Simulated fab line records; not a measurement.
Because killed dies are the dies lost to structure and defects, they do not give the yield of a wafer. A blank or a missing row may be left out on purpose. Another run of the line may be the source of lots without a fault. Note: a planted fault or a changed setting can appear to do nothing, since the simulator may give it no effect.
Which tool is to blame?	flow n5 finfet	12 lots, 36 wafers sampled, at 2 steps of a route of 1938

== WHAT THE GAUGES SHOWED, per wafer ==
N5_PASSIVATION_CD_MEAS_10: the cd target is 3000 nm. Usual: cd nm reads 2999.5 nm (standard deviation 2.9).
lot	measured	on	cd nm (nm)	flag
L330	day 11 17:39	cd sem-02	3006.2 3005.6 3002.5	
L331	day 11 21:11	cd sem-02	3004.7 3001.3 3002.5	
L332	day 12 13:37	cd sem-03	3001.0 3001.7 3002.4	
L333	day 13 00:41	cd sem-02	3000.6 3005.1 3002.8	
L334	day 12 20:00	cd sem-01	2996.5 2999.2 2999.8	
L335	day 12 19:35	cd sem-02	2998.7 2996.9 2997.6	
L336	day 13 06:43	cd sem-03	3000.9 2997.0 2992.6	
L338	day 14 05:30	cd sem-02	3002.0 3002.9 2997.8	
L342	day 15 00:44	cd sem-03	3000.9 3001.0 3001.5	
L346	day 16 23:22	cd sem-02	2994.9 2996.1 2995.4	
L347	day 16 20:12	cd sem-03	2995.9 2999.6 3000.1	
L352	day 18 08:04	cd sem-03	2998.0 3000.2 2994.0	

== WHAT TOOL EACH LOT RAN ON (gives the tool, then ch and the chambers of the sampled wafers, and finally the start) ==
lot	N5_DUMMY_REMOVAL_PRECLEAN_04
L330	wet bench-03 ch 3,4,7, day 3 23:59
L331	wet bench-03 ch 1,3,4, day 4 06:01
L332	wet bench-02 ch 0,3,4, day 4 09:46
L333	wet bench-03 ch 1,3,6, day 4 16:01
L334	wet bench-03 ch 0,4,6, day 5 01:34
L335	wet bench-02 ch 2,3,4, day 5 06:39
L336	wet bench-03 ch 3,5,6, day 5 12:05
L338	wet bench-04 ch 2,3,6, day 6 02:30
L342	wet bench-04 ch 1,2,6, day 6 22:49
L346	wet bench-03 ch 0,2,7, day 8 00:04
L347	wet bench-03 ch 1,6,7, day 8 05:35
L352	wet bench-02 ch 4,6,7, day 9 13:18
- N5_DUMMY_REMOVAL_PRECLEAN_04: cleans in DHF, time 37 s.

== AS READ BY THE TOOLS THEMSELVES (means over the sampled wafers that have a number; for cases with no such wafer, the mark the record gives instead) ==
The record holds no such reading with a usual standard deviation.

== THE ANSWER, worked out from the rows above alone ==
Rule: lot off if the mean of its wafers having a number is beyond 3 standard deviations from the usual mean. A lot without any number at a reading at which 4 lots or more have one is off too. Where the step has rows for the other lots, those lots are counted as sound. Order of review: gauges by route order, followed by the tools' own readings, for which a lot's mean as printed above is used. The first step at which some lot is off is used, and at that step the reading that is off furthest; a lot without a number counts as furthest.
No lot is off on any of the readings shown, so nothing can be concluded from this.

== WHAT THE SIMULATOR HAD PUT IN ==
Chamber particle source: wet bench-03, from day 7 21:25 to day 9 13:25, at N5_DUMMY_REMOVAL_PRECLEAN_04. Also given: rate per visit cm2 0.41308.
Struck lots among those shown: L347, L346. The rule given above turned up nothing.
